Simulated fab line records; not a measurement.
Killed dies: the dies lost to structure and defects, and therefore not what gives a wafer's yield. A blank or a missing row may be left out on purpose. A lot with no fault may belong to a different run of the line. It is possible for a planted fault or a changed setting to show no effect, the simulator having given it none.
Which tool is to blame?	flow n5Finfet	66 wafers from 22 lots sampled at 3 of the route's 1938 steps

## WHAT THE GAUGES READ, wafer by wafer
N5_BEOL_M0_CUTY_CD_MEAS_57: the cd target is 200 nm. Usual: cdNm 200.2 nm, standard deviation 0.89.
lot	measured	on	cdNm (nm)	flag
L074	day 5 17:26	cdSem-03	200.6 200.5 199.6	
L075	day 6 02:40	cdSem-02	199.5 199.8 198.8	
L076	day 6 08:08	cdSem-03	199.7 199.9 199.3	
L077	day 6 16:20	cdSem-02	199.5 199.3 200.2	
L078	day 6 19:20	cdSem-02	200.2 200.4 200.4	
L079	day 7 00:02	cdSem-03	199.3 199.0 200.3	
L080	day 7 05:21	cdSem-01	202.1 201.0 200.4	
L081	day 7 11:29	cdSem-02	201.2 199.3 199.6	
L082	day 7 15:37	cdSem-03	201.9 201.0 201.1	
L083	day 7 19:35	cdSem-03	200.4 199.9 200.7	
L084	day 8 02:24	cdSem-02	201.8 199.3 198.9	
L085	day 8 11:52	cdSem-03	200.3 200.5 201.5	
L086	day 8 20:05	cdSem-02	200.7 201.8 199.9	
L087	day 9 02:29	cdSem-01	197.9 199.8 199.7	
L088	day 9 10:29	cdSem-03	201.5 203.2 199.5	
L089	day 9 13:12	cdSem-03	200.4 200.4 200.4	
L090	day 9 18:47	cdSem-02	200.0 200.0 198.7	
L092	day 10 07:40	cdSem-02	200.7 200.5 200.7	
L093	day 10 09:51	cdSem-02	199.0 200.5 200.4	
L094	day 10 16:07	cdSem-03	200.7 200.1 200.0	
L096	day 11 04:44	cdSem-02	201.0 200.5 200.5	
L097	day 11 11:22	cdSem-01	200.6 201.4 199.6	

## WHAT TOOL EACH LOT RAN ON (gives the tool, then ch and the chambers of the sampled wafers, and finally the start)
lot	N5_BEOL_M0_SAQP_ETCH_107	N5_BEOL_M0_SAQP_DESCUM_45
L074	rieDiel-01 ch 0,1, day 5 14:19	rieDiel-05 ch 0,1,2, day 5 15:56
L075	rieDiel-04 ch 1,2, day 5 23:32	rieDiel-04 ch 1,2, day 6 01:27
L076	rieDiel-05 ch 0,2,3, day 6 04:30	rieDiel-05 ch 0,1,2, day 6 06:25
L077	rieDiel-04 ch 2,3, day 6 13:22	rieDiel-01 ch 0,2, day 6 14:52
L078	rieDiel-01 ch 0,1, day 6 16:04	rieDiel-01 ch 0,2, day 6 17:37
L079	rieDiel-04 ch 0,1,3, day 6 20:08	rieDiel-04 ch 2,3, day 6 21:44
L080	rieDiel-01 ch 0,2, day 7 02:35	rieDiel-05 ch 1,2, day 7 04:01
L081	rieDiel-05 ch 0,1,2, day 7 08:41	rieDiel-01 ch 0,1,3, day 7 10:09
L082	rieDiel-01 ch 0,1,3, day 7 11:31	rieDiel-01 ch 1,2,3, day 7 14:19
L083	rieDiel-01 ch 0,3, day 7 15:49	rieDiel-01 ch 0,1, day 7 18:25
L084	rieDiel-05 ch 2,3, day 7 23:38	rieDiel-01 ch 0,2, day 8 01:05
L085	rieDiel-05 ch 1,3, day 8 09:08	rieDiel-05 ch 2,3, day 8 10:34
L086	rieDiel-01 ch 1,3, day 8 16:28	rieDiel-05 ch 0,1,2, day 8 18:12
L087	rieDiel-04 ch 0,1,3, day 8 23:52	rieDiel-04 ch 1,3, day 9 01:19
L088	rieDiel-05 ch 0,1,2, day 9 07:20	rieDiel-01 ch 0,1,3, day 9 08:52
L089	rieDiel-04 ch 0,1,2, day 9 10:28	rieDiel-05 ch 0,1,2, day 9 11:53
L090	rieDiel-05 ch 1,2, day 9 15:08	rieDiel-01 ch 1,2,3, day 9 16:41
L092	rieDiel-01 ch 0,1,3, day 10 04:27	rieDiel-04 ch 0,1,2, day 10 06:22
L093	rieDiel-05 ch 0,1,3, day 10 06:32	rieDiel-05 ch 0,1,2, day 10 08:40
L094	rieDiel-01 ch 0,2, day 10 13:23	rieDiel-05 ch 1,2, day 10 14:56
L096	rieDiel-04 ch 1,2,3, day 11 02:01	rieDiel-01 ch 0,1,2, day 11 03:26
L097	rieDiel-01 ch 0,1,2, day 11 08:31	rieDiel-05 ch 0,2,3, day 11 10:09
- N5_BEOL_M0_SAQP_ETCH_107: etches SiNx in CH3F/O2, target depth 30 nm.
- N5_BEOL_M0_SAQP_DESCUM_45: chemistry O2, time 7 s.

## AS READ BY THE TOOLS THEMSELVES (means over the sampled wafers that have a number; for cases with no such wafer, the mark the record gives instead)
N5_BEOL_M0_SAQP_ETCH_107. Usual: O2_flow_sccm 20.01 sccm, standard deviation 0.052; drypumpMotorCurrentA 5.8 A, standard deviation 0.52; oesProductAu 0.81 a.u., standard deviation 0.078; rfVppV 298 V, standard deviation 7.4; showerheadPlenumPTorr 2.02 Torr, standard deviation 0.056; throttleValvePct 16.34 %, standard deviation 0.27.
lot	tool	O2_flow_sccm (sccm)	drypumpMotorCurrentA (A)	oesProductAu (a.u.)	rfVppV (V)	showerheadPlenumPTorr (Torr)	throttleValvePct (%)	flag
L074	rieDiel-01	20.00	6.3	0.89	303	2.08	16.06	
L075	rieDiel-04	19.99	5.9	0.78	288	2.00	16.48	
L076	rieDiel-05	20.01	5.7	0.79	297	2.05	16.31	
L077	rieDiel-04	20.04	6.1	0.73	295	1.98	16.61	
L078	rieDiel-01	20.04	6.3	0.88	302	2.08	16.08	
L079	rieDiel-04	20.00	5.8	0.73	297	2.05	16.40	
L080	rieDiel-01	20.03	5.8	0.93	304	2.02	16.25	
L081	rieDiel-05	20.03	5.6	0.76	299	2.01	16.29	
L082	rieDiel-01	20.08	5.8	0.87	300	2.06	16.17	
L083	rieDiel-01	20.00	6.2	0.86	302	2.09	16.30	
L084	rieDiel-05	20.05	5.9	0.79	290	2.02	16.55	
L085	rieDiel-05	19.98	6.0	0.76	291	1.96	16.63	
L086	rieDiel-01	20.01	5.4	0.87	298	2.03	16.08	
L087	rieDiel-04	20.05	5.8	0.71	296	2.04	16.42	
L088	rieDiel-05	19.98	5.6	0.76	299	2.00	16.30	
L089	rieDiel-04	20.02	6.2	0.74	294	2.00	16.57	
L090	rieDiel-05	20.01	5.6	0.73	294	1.94	16.48	
L092	rieDiel-01	19.96	5.9	0.84	300	2.05	16.21	
L093	rieDiel-05	20.02	5.9	0.77	296	2.01	16.48	
L094	rieDiel-01	20.01	5.8	0.89	304	2.01	16.30	
L096	rieDiel-04	20.02	5.8	0.82	293	2.00	16.35	
L097	rieDiel-01	20.01	5.8	0.85	302	2.03	16.16	

N5_BEOL_M0_SAQP_DESCUM_45. Usual: drypumpMotorCurrentA 5.8 A, standard deviation 0.53; oesProductAu 0.81 a.u., standard deviation 0.073; rfVppV 243.4 V, standard deviation 1.3; showerheadPlenumPTorr 2.11 Torr, standard deviation 0.069; throttleValvePct 20.44 %, standard deviation 0.23.
lot	tool	drypumpMotorCurrentA (A)	oesProductAu (a.u.)	rfVppV (V)	showerheadPlenumPTorr (Torr)	throttleValvePct (%)	flag
L074	rieDiel-05	5.5	0.78	243.9	2.10	20.32	
L075	rieDiel-04	6.2	0.77	242.2	2.04	20.60	
L076	rieDiel-05	5.6	0.77	243.7	2.10	20.34	
L077	rieDiel-01	6.3	0.92	244.1	2.16	20.37	
L078	rieDiel-01	6.2	0.91	244.5	2.16	20.38	
L079	rieDiel-04	5.7	0.71	243.2	2.09	20.41	
L080	rieDiel-05	5.6	0.75	241.9	2.03	20.53	
L081	rieDiel-01	5.8	0.87	243.9	2.16	20.34	
L082	rieDiel-01	5.3	0.90	243.2	2.11	20.34	
L083	rieDiel-01	5.9	0.88	243.8	2.16	20.16	
L084	rieDiel-01	5.8	0.92	243.3	2.11	20.39	
L085	rieDiel-05	5.9	0.79	242.3	2.10	20.60	
L086	rieDiel-05	5.6	0.76	242.9	2.09	20.37	
L087	rieDiel-04	5.5	0.71	243.3	2.13	20.38	
L088	rieDiel-01	5.8	0.85	243.5	2.16	20.36	
L089	rieDiel-05	5.6	0.76	243.6	2.09	20.38	
L090	rieDiel-01	5.4	0.87	243.1	2.10	20.36	
L092	rieDiel-04	6.2	0.73	242.9	2.08	20.60	
L093	rieDiel-05	5.6	0.75	243.0	2.09	20.38	
L094	rieDiel-05	5.6	0.73	242.2	2.02	20.57	
L096	rieDiel-01	5.8	0.86	243.2	2.13	20.30	
L097	rieDiel-05	5.7	0.76	244.1	2.12	20.42	

## THE ANSWER, worked out from the rows above alone
Rule: lot off if the mean of its wafers having a number is beyond 3 standard deviations from the usual mean. Also off: a lot with no number at a reading for which 4 or more lots have one. Where the step has rows for the other lots, those lots are counted as sound. After the gauges, taken in route order, come the tools' own readings; for these a lot's mean is taken, as printed above. The first step at which some lot is off is used, and at that step the reading that is off furthest; a lot without a number counts as furthest.
None of the lots is off at any reading shown; this tells nothing.

## WHAT THE SIMULATOR PUT IN
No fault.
